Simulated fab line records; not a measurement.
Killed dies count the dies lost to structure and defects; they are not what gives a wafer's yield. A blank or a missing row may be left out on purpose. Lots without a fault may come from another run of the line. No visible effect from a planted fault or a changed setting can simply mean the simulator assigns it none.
Chamber matching || flow nandHarc || 3 sister chambers for NHARC_A_STAIRCASE_DEP_301 on pecvd-04
The step deposits SiON, target thk 30 nm. 3 wafers are shown with their chamber, then 7 later ones without.

## EACH WAFER AND ITS CHAMBER
{"wafer": "L084.5", "chamber": 0, "heaterPowerOuterW (W)": 462}
{"wafer": "L087.4", "chamber": 1, "heaterPowerOuterW (W)": 403}
{"wafer": "L087.5", "chamber": 2, "heaterPowerOuterW (W)": 357}

## WAFERS WITHOUT THEIR CHAMBER
{"wafer": "L087.6", "heaterPowerOuterW (W)": 487}
{"wafer": "L088.1", "heaterPowerOuterW (W)": 513}
{"wafer": "L088.3", "heaterPowerOuterW (W)": 406}
{"wafer": "L088.4", "heaterPowerOuterW (W)": 439}
{"wafer": "L095.1", "heaterPowerOuterW (W)": 424}
{"wafer": "L095.2", "heaterPowerOuterW (W)": 387}
{"wafer": "L095.5", "heaterPowerOuterW (W)": 455}

## WHICH CHAMBER EACH WENT THROUGH
{"wafer": "L087.6", "from the rows above": 0, "in truth": 0}
{"wafer": "L088.1", "from the rows above": 0, "in truth": 0}
{"wafer": "L088.3", "from the rows above": "can't be placed: 1 or 2", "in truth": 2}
{"wafer": "L088.4", "from the rows above": "can't be placed: 0 or 1", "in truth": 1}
{"wafer": "L095.1", "from the rows above": "can't be placed: 1 or 0 or 2", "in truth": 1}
{"wafer": "L095.2", "from the rows above": "can't be placed: 1 or 2", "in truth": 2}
{"wafer": "L095.5", "from the rows above": "can't be placed: 0 or 1", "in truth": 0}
Correct placement for 2 of the 7. Can't be placed from these rows: 5 (the true chamber is among the candidates in 5). 0 placed wrongly.
How it was worked out, from the rows above alone: a wafer's distance from a chamber is the root of the sum, over the readings, of the square of ((its reading less the chamber's mean) divided by the reading's scatter). The wafer belongs to the nearest chamber; if the next one is less than 2 further off, it can't be placed. A chamber's mean is the mean of its shown wafers. The scatter (one wafer shown for each chamber): square how far every hidden wafer sits from the nearest shown wafer, average those squares and take the square root.
